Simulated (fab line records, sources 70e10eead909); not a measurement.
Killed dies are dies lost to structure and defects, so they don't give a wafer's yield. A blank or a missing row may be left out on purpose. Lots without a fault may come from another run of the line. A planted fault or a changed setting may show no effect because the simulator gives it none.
Chamber matching | flow nand_harc | NHARC_P_GATE_STRIP_101 on rie_diel-02: 4 sister chambers
The step strips in O2, time 20 s. 8 wafers are shown with their chamber, then 11 later ones without.

WAFERS WITH THEIR CHAMBER
wafer  | chamber | showerhead_plenum_p_Torr (Torr) | drypump_motor_current_A (A)
L082.4 | 0       | 3.65                            | 4.7
L087.3 | 2       | 3.50                            | 5.3
L087.5 | 2       | 3.50                            | 5.4
L088.3 | 3       | 3.43                            | 5.7
L088.6 | 3       | 3.43                            | 5.7
L089.3 | 0       | 3.64                            | 4.7
L089.5 | 1       | 3.50                            | 5.4
L090.1 | 1       | 3.49                            | 5.4

WAFERS WITHOUT THEIR CHAMBER
wafer  | showerhead_plenum_p_Torr (Torr) | drypump_motor_current_A (A)
L090.4 | 3.43                            | 5.7
L090.5 | 3.43                            | 5.7
L092.1 | 3.43                            | 5.7
L092.2 | 3.64                            | 4.7
L092.4 | 3.50                            | 5.4
L094.2 | 3.43                            | 5.7
L094.3 | 3.64                            | 4.7
L094.4 | 3.50                            | 5.4
L095.3 | 3.64                            | 4.7
L095.5 | 3.50                            | 5.4
L095.6 | 3.43                            | 5.7

WHICH CHAMBER EACH WENT THROUGH
wafer  | from the rows above     | in truth
L090.4 | 3                       | 3
L090.5 | 3                       | 3
L092.1 | 3                       | 3
L092.2 | 0                       | 0
L092.4 | can't be placed: 1 or 2 | 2
L094.2 | 3                       | 3
L094.3 | 0                       | 0
L094.4 | can't be placed: 1 or 2 | 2
L095.3 | 0                       | 0
L095.5 | can't be placed: 1 or 2 | 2
L095.6 | 3                       | 3
Placed correctly: 8 of 11. Can't be placed from these rows: 3 (the true chamber is among the candidates in 3). Placed wrongly: 0.
How it was worked out, from the rows above alone: a wafer's distance from a chamber is the root of the sum, over the readings, of the square of ((its reading less the chamber's mean) divided by the reading's scatter). The wafer belongs to the nearest chamber; if the next one is less than 2 further off, it can't be placed. A chamber's mean is the mean of its shown wafers. The scatter: the root of (the sum of the squares of (reading less its chamber's mean) over the shown wafers, divided by (wafers less chambers)).
